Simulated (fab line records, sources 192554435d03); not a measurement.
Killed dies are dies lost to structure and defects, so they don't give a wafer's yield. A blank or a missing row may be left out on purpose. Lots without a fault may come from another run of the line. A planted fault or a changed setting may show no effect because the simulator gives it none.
fab line records | flow n5_finfet
record lots=4 wafers=12 last_day=19
route steps=1938 shown MOL_CONTACT_COAG@542 BEOL_M4@1111 PASSIVATION@1936
lots that met no fault: from a run of the same line without faults
start_h: hours from the record's first day to the start of the lot's first wafer shown | wait_h: hours since the lot's step before | " the same as in the row above | L1.1+2: a row that stands for several wafers | - no value, or no start given | * or withheld: withheld | < > ~ a bound
route shown NAME@n: a module of which the file shows steps, and the number in the route of the first | usual: mean/standard deviation of fault-free wafers | same: alike in all rows | chamber/n: place in a boat | sites: the reading at each site | _std_site: their standard deviation | _edge_site: outer sites' mean less inner sites' | radius_mm: how far each site lies from the wafer's centre | mask NAME#n: copy n | behind: the tool/chamber that last shaped the wafer | hold: why the lot was held/for how many hours/how that ended | device: the transistor (n, p or np) that didn't switch | end of line: the same wafers' tests at the end of the route | a step without rows: its recipe alone | killed: dies lost to structure and defects at the first sort, not the wafer's yield | map: a wafer's dies, x killed, . not, _ none there
set.NAME: the setting as run; set.NAME@STEP: as run at that earlier step | model.NAME: the simulator's own value behind a step, which no gauge read
lots at some steps of the route; a table a step, a row a wafer
services: from which hour (start_h, from the record's first day; less than 0 if before it) a tool's chamber was out of use, for how many hours, and why
## steps
# step N5_MOL_CONTACT_COAG_PRECLEAN_111
# recipe chemistry=NF3:NH3 afs_cycles=1 temp_c=30 time_s=20 sublimation_temp_c=180 sublimation_time_s=60 pressure_torr=3 rf_power_w=30
# step N5_MOL_CONTACT_COAG_TI_SIL_19
# recipe material=Ti target_thk_a=42 temp_c=200 chamber_pressure_pa=5 power_w=5000 time_s=15
# step N5_MOL_CONTACT_COAG_ALD_20
# recipe material=TiN target_thk_a=15 temp_c=400 ald_precursor_family=TiCl4 ald_co_reactant=NH3 pulse_time_s=1 purge_time_s=3 co_reactant_purge_time_s=2 co_reactant_pulse_time_s=2 ald_cycles=68 pressure_torr=3
# step N5_MOL_CONTACT_COAG_SIL_ANNEAL_21
# recipe temp_c=550 time_s=60 ambient=N2
# step N5_MOL_CONTACT_COAG_PRE_CLEAN_141
# recipe gas=H2/He time_s=60 temp_c=300
# step N5_MOL_CONTACT_COAG_SPUTTER_143
# recipe material=Co target_thk_a=25 temp_c=25 chamber_pressure_pa=0.2
# step N5_MOL_CONTACT_COAG_CO_FILL_22
# recipe material=Co target_thk_a=200 temp_c=200 precursor=CCTBA/H2 pressure_torr=30
# step N5_MOL_CONTACT_COAG_ANNEAL_113
# recipe temp_c=400 time_s=300 ambient=H2/N2
# step N5_MOL_CONTACT_COAG_PRE_CLEAN_142
# recipe gas=H2/He time_s=60 temp_c=300
# step N5_MOL_CONTACT_COAG_SPUTTER_130
# recipe material=Co target_thk_a=475 temp_c=25 chamber_pressure_pa=0.5 power_w=3000
# step N5_MOL_CONTACT_COAG_PRECLEAN_125
# recipe chemistry=DIW time_s=57.5 temp_c=23
# step N5_MOL_CONTACT_COAG_SRD_126
# recipe dry_time_s=32 dry=n2_spin spin_rpm=1500
# step N5_MOL_CONTACT_COAG_CMP_23
# recipe stop_on=SiO2 t_overpolish_s=1.5 post_cmp_clean=cu_alkaline down_force_psi=2 platen_rpm=50.289 pad_velocity_m_s=1.0006 target_thk_nm=0
# usual head_pressure_psi=1.999/0.0046 motor_current_A=8.4/0.83 overpolish_run_s=1.500/0.01 time_to_endpoint_s=9.9/2.9
# columns lot.wafer tool chamber start_h wait_h head_pressure_psi motor_current_A overpolish_run_s time_to_endpoint_s
L947.2 cmp-04 2 146.63 0.0 2.229 8.6 1.498 10.3
L947.5 " 2 " " 2.235 8.5 1.498 8.7
L947.6 " 3 " " 1.996 9.2 1.496 11.6
L948.3 cmp-04 3 147.08 0.4 1.997 8.9 1.474 9.4
L948.1 " 1 " " 2.007 7.9 1.522 11.8
L948.4 " 2 " " 2.232 8.5 1.494 5.8
L961.1 cmp-04 3 227.14 0.1 2.002 9.1 1.504 9.6
L961.4 " 0 " " 1.994 7.2 1.506 9.2
L961.3 " 1 " " 1.994 8.3 1.512 11.5
L962.3 cmp-01 2 234.23 0.0 1.994 8.9 1.508 10.6
L962.1 " 3 " " 1.999 8.6 1.518 6.2
L962.5 " 2 " " 2.001 9.0 1.482 11.2
# step N5_MOL_CONTACT_COAG_WET_ETCH_26
# recipe target=Co target_depth_nm=13
# step N5_MOL_CONTACT_COAG_WET_ETCH_116
# recipe chemistry=SC1-inhibited target_depth_nm=4.6 dry=ipa_marangoni rinse_time_s=30 rinse_temp_c=23
# step N5_MOL_CONTACT_COAG_ALD_27
# recipe material=SiOC target_thk_a=170 temp_c=400 ald_precursor_family=carbosiloxane ald_co_reactant=H2-plasma pulse_time_s=1.5 time_s=2720 purge_time_s=2 co_reactant_purge_time_s=2 ald_cycles=340 pressure_torr=2
# step N5_MOL_CONTACT_COAG_CMP_28
# recipe stop_on=SiNx t_overpolish_s=0.85 post_cmp_clean=alkaline_brush down_force_psi=4.15 platen_rpm=51.8 pad_velocity_m_s=1.0307 target_thk_nm=14.522
# step N5_MOL_CONTACT_COAG_ALD_123
# recipe material=SiNx target_thk_a=50 temp_c=400 ald_precursor_family=SiH2I2 ald_co_reactant=N2/H2-plasma pulse_time_s=1 purge_time_s=2 co_reactant_purge_time_s=2 ald_cycles=100 pressure_torr=2
# step N5_MOL_CONTACT_COAG_PECVD_31
# recipe material=SiO2 target_thk_a=460 temp_c=400 precursor=TEOS/O2 pressure_torr=6.5 rf_w=withheld teos_flow_sccm=withheld gas=O2 flow_sccm=2650 time_s=8.9
# step N5_MOL_CONTACT_COAG_COAT_75
# recipe resist=SOC temp_c=250 time_s=60 spin_rpm=1500 resist_thk_nm=60
# step N5_MOL_CONTACT_COAG_COAT_76
# recipe resist=SiARC temp_c=220 time_s=60 spin_rpm=1500 resist_thk_nm=10
# step N5_MOL_CONTACT_COAG_COAT_77
# recipe resist=underlayer temp_c=205 time_s=60 spin_rpm=1500 resist_thk_nm=10
# step N5_MOL_CONTACT_COAG_COAT_78
# recipe resist=CAR-EUV spin_rpm=1500 resist_thk_nm=40
# step N5_MOL_CONTACT_COAG_EBR_80
# recipe solvent=PGMEA ebr_width_mm=1.5
# step N5_MOL_CONTACT_COAG_SOFTBAKE_79
# recipe temp_c=110 time_s=60 resist=CAR-EUV
# step N5_MOL_CONTACT_COAG_EXPOSE_81
# recipe mask_id=VG na=0.33 source_shape=annular sigma_inner=0.3 sigma_outer=0.7 polarization=unpolarized defocus_nm=0 dose_mj=59.5
# step N5_MOL_CONTACT_COAG_PEB_82
# recipe peb_temp_c=100 peb_time_s=60 resist=CAR-EUV
# step N5_MOL_CONTACT_COAG_DEVELOP_83
# recipe develop_time_s=30 developer=TMAH resist=CAR-EUV rinse_liquid=surfactant_rinse dry=air_spin dev_temp_c=23
# step N5_MOL_CONTACT_COAG_DESCUM_88
# recipe chemistry=O2 time_s=7 source_power_w=50 bias_power_w=20 pressure_mtorr=20 rf_frequency_hz=2.712e+07 temp_c=40 resist=CAR-EUV o2_flow_sccm=225
# step N5_MOL_CONTACT_COAG_ETCH_89
# recipe chemistry=N2/H2 target=underlayer target_depth_a=130 mask_material=CAR-EUV time_s=10.4 ion_energy_ev=200 pressure_mtorr=30 source_w=840 bias_w=150 n2_flow_sccm=200 h2_flow_sccm=200 ends=cleared
# step N5_MOL_CONTACT_COAG_ETCH_90
# recipe chemistry=CF4 target=SiARC target_depth_a=130 mask_material=CAR-EUV time_s=21.7 ion_energy_ev=80 pressure_mtorr=40 source_w=545 bias_w=36 Ar_flow_sccm=100 cf4_flow_sccm=100 ends=cleared
# step N5_MOL_CONTACT_COAG_ALD_131
# recipe material=SiO2 target_thk_a=50 temp_c=100 ald_precursor_family=BDEAS ald_co_reactant=O2-plasma pulse_time_s=1 co_reactant_pulse_time_s=1 purge_time_s=2 co_reactant_purge_time_s=2 ald_cycles=35 pressure_torr=2
# step N5_MOL_CONTACT_COAG_ETCHBACK_132
# recipe chemistry=CHF3 target=SiO2 target_depth_a=100 time_s=6.7 ion_energy_ev=200 pressure_mtorr=30 source_w=610 bias_w=170 Ar_flow_sccm=200 CHF3_flow_sccm=50
# step N5_MOL_CONTACT_COAG_ETCH_91
# recipe chemistry=N2/H2 target=SOC target_depth_a=600 overetch_a=210 mask_material=SiARC temp_c=40 time_s=101.2 ion_energy_ev=200 pressure_mtorr=30 source_w=840 bias_w=150 n2_flow_sccm=200 h2_flow_sccm=200
# step N5_MOL_CONTACT_COAG_STRIP_92
# recipe chemistry=N2/H2 temp_c=40 n2_flow_sccm=200 h2_flow_sccm=200 rf_frequency_hz=6e+07
# step N5_MOL_CONTACT_COAG_STRIP_93
# recipe chemistry=N2/H2 temp_c=40 n2_flow_sccm=200 h2_flow_sccm=200 rf_frequency_hz=6e+07
# step N5_MOL_CONTACT_COAG_ETCH_47
# recipe chemistry=CH3F/O2 target=SiNx target_depth_a=270 mask_material=SiO2 stop_on=W over_etch_frac=0.2 ion_energy_ev=120 endpoint=OES-CN pressure_mtorr=30 source_w=395 bias_w=73 Ar_flow_sccm=150 CH3F_flow_sccm=30 O2_flow_sccm=20 ends=end_point
# usual O2_flow_sccm=20.00/0.057 chamber_pressure_mTorr=29.999/0.024 drypump_motor_current_A=5.8/0.41 etch_rf_on_time_s=31.0/0.88 oes_product_au=0.71/0.076 rf_vpp_V=301/7.8 showerhead_plenum_p_Torr=2.02/0.066 throttle_valve_pct=16.37/0.23
# columns lot.wafer tool chamber start_h wait_h O2_flow_sccm chamber_pressure_mTorr drypump_motor_current_A etch_rf_on_time_s oes_product_au rf_hours_counter_h rf_vpp_V showerhead_plenum_p_Torr throttle_valve_pct model.etch.depth_nm
L947.2 rie_diel-03 2 151.78 0.0 19.99 30.026 5.2 30.0 0.85 6 291 2.05 16.06 17.75
L947.5 " 0 " " 20.01 30.005 5.5 30.6 0.65 - 319 2.00 16.60 17.77
L947.6 " 2 " " 20.08 30.000 5.2 30.6 0.85 - 289 2.05 16.07 17.93
L948.1 rie_diel-05 2 152.04 0.0 20.05 30.015 6.6 30.3 0.80 37 295 1.96 16.39 17.91
L948.3 " 0 " " 19.91 29.977 5.6 31.0 0.65 195 294 2.06 16.31 17.95
L948.4 " 1 " " 19.87 29.989 5.9 29.8 0.78 45 300 1.94 16.19 17.64
L961.1 rie_diel-02 3 231.82 0.0 20.07 29.960 5.6 31.7 0.63 215 304 1.91 16.70 18.07
L961.3 " 0 " " 20.02 29.997 6.3 30.2 0.78 55 301 2.09 16.12 17.91
L961.4 " 1 " " 20.03 29.965 5.4 30.0 0.75 62 298 2.02 15.99 17.98
L962.1 rie_diel-05 2 240.56 0.0 19.96 30.013 6.6 30.6 0.76 67 295 1.95 16.44 17.86
L962.3 " 3 " " 20.07 29.993 5.4 32.6 0.61 227 312 2.08 16.72 17.9
L962.5 " 0 " " 20.06 30.034 5.6 30.9 0.64 - 294 2.05 16.37 17.86
# step N5_BEOL_M4_RC_MEAS_101
# usual DIBL_N=36.1/2.5 DIBL_P=36/3.3 IOFF_N=0.16/0.046 IOFF_P=0.20/0.051 ION_N=676/16 ION_P=462/11 SS_N=71.6/0.87 SS_P=73.2/0.86 VT_N=251/4.4 VT_P=-252/4.6
# columns lot.wafer tool chamber start_h wait_h DIBL_N[mV/V] DIBL_P[mV/V] IOFF_N[nA/um] IOFF_P[nA/um] ION_N[uA/um] ION_P[uA/um] SS_N[mV/dec] SS_P[mV/dec] VT_N[mV] VT_P[mV]
L948.1 prober-01 0 256.48 0.0 37.5 35 0.17 0.17 654 444 72.3 73.3 250 -254
L948.3 " 0 " " 37.9 37 0.17 0.18 683 460 71.8 73.4 250 -254
L948.4 " 0 " " 38.3 38 0.18 0.21 692 468 72.4 74.3 249 -252
L947.2 prober-02 0 263.07 0.2 33.6 33 0.12 0.16 670 462 70.8 72.7 253 -253
L947.5 " 0 " " 36.1 37 0.16 0.21 692 474 71.3 73.6 250 -250
L947.6 " 0 " " 36.9 38 0.16 0.22 677 462 71.3 73.2 251 -249
L962.1 prober-02 0 320.32 0.0 34.4 33 0.13 0.18 665 458 71.2 72.2 252 -250
L962.3 " 0 " " 34.8 34 0.15 0.19 687 472 70.5 73.1 249 -251
L962.5 " 0 " " 36.1 35 0.17 0.21 674 463 71.0 73.3 246 -249
L961.1 prober-01 0 338.58 0.0 36.7 37 0.15 0.23 673 473 71.3 73.0 253 -248
L961.3 " 0 " " 37.5 38 0.16 0.25 672 464 72.2 73.6 250 -249
L961.4 " 0 " " 36.4 37 0.15 0.23 672 471 72.6 73.7 251 -249
# step N5_PASSIVATION_PROBE_49
# usual defect_limited_yield=91.0/1.4 killed_at_M0_to_M3=34/10 killed_at_M4_up=15/5.5 killed_at_contacts=12/6.1 killed_at_front_end=41/12 killed_at_other=4/3.4 killed_dies=106/17 killed_open=70/13 killed_short=34/7.4 sort_bin_5_function=5.3/1 sort_bin_6_memory=3.4/0.69 sort_bin_8_speed=0.03/0.22 sort_n_pass=1073/17 sort_yield_pct=91.0/1.4
# same gross_dies=1180 killed_at_back_side=0 sort_bin_4_leakage[%]=0
# columns lot.wafer tool chamber start_h wait_h defect_limited_yield[%] killed_at_M0_to_M3 killed_at_M4_up killed_at_contacts killed_at_front_end killed_at_other killed_dies killed_open killed_short sort_bin_5_function[%] sort_bin_6_memory[%] sort_bin_8_speed[%] sort_n_pass sort_yield_pct[%]
L961.1 prober-02 - 452.08 0.0 92.0 33 21 9 29 2 94 59 30 5.0 2.5 0 1086 92.0
L961.3 prober-02 - 452.18 0.1 92.3 35 21 10 22 3 91 64 20 4.2 2.8 0 1089 92.3
L961.4 prober-02 - 452.23 0.2 91.5 33 17 12 32 6 100 63 34 5.1 2.9 0 1080 91.5
# killed by level:class
L961.1 BEOL_M4:geometric_particle:open=16 BEOL_M0_SAQP:geometric_particle:short=13 BEOL_M2:geometric_particle:open=9 MOL_CONTACT_COAG:geometric_particle:open=8 FIN_SAQP:geometric_particle:open=5 FIN_SAQP:geometric_particle:short=5 GATE_CUT:geometric_particle:open=5 HKMG_FIN:area_etch=5
L961.3 BEOL_M4:geometric_particle:open=14 BEOL_M0_SAQP:geometric_particle:open=11 MOL_CONTACT_COAG:geometric_particle:open=10 BEOL_M3:geometric_particle:open=8 BEOL_M0_SAQP:geometric_particle:short=7 HKMG_FIN:area_etch=7 FIN_SAQP:geometric_particle:open=4 BEOL_M1:geometric_particle:open=4
L961.4 BEOL_M3:geometric_particle:open=12 MOL_CONTACT_COAG:geometric_particle:open=10 BEOL_M4:geometric_particle:open=8 FIN_SAQP:geometric_particle:open=7 BEOL_M0_SAQP:geometric_particle:short=7 BEOL_M0_SAQP:geometric_particle:open=7 BEOL_M4:geometric_particle:short=5 PASS1_CAP:geometric_particle:open=4
## services
# columns tool chamber start_h hours kind
rie_diel-03 2 127.09 - clean
rie_diel-03 2 127.09 - consumable_replace:focus_ring
rie_diel-03 2 127.09 13.7 scheduled_down
rie_diel-03 2 127.09 13.7 vent_cycle
rie_diel-05 - 137.49 0.3 repair
rie_diel-03 3 143.60 - clean
rie_diel-03 3 143.60 - consumable_replace:focus_ring
rie_diel-03 3 143.60 18.2 scheduled_down
rie_diel-03 3 143.60 18.2 vent_cycle
rie_diel-02 1 170.85 12.0 repair
cmp-04 - 196.59 4.0 pm
cmp-04 - 200.59 - consumable_replace:conditioner
cmp-04 - 200.59 - consumable_replace:pad
rie_diel-03 1 217.54 1.5 repair
rie_diel-03 1 219.15 - clean
rie_diel-03 1 219.15 - consumable_replace:focus_ring
cmp-01 - 226.86 3.7 repair
rie_diel-03 - 232.52 14.6 pm
## key
first_sign step=N5_MOL_CONTACT_COAG_CMP_23 reading=head_pressure_psi direction=up sigmas=51 usual=1.999 struck=2.232
effect none on later readings
model_effect step=N5_MOL_CONTACT_COAG_ETCH_47 value=etch.depth_nm without=17.96 struck=17.72
met_at N5_MOL_CONTACT_COAG_CMP_23
struck_wafers L947.2,L947.5,L948.4
fault kind=process_parameter_drift tool=cmp-04 chamber=2 onset_h=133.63 steps=N5_MOL_CONTACT_COAG_CMP_23 channel=down_force_psi offset=0.2323 shape=step end_h=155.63 acts_in=these_recipes_only stated=2
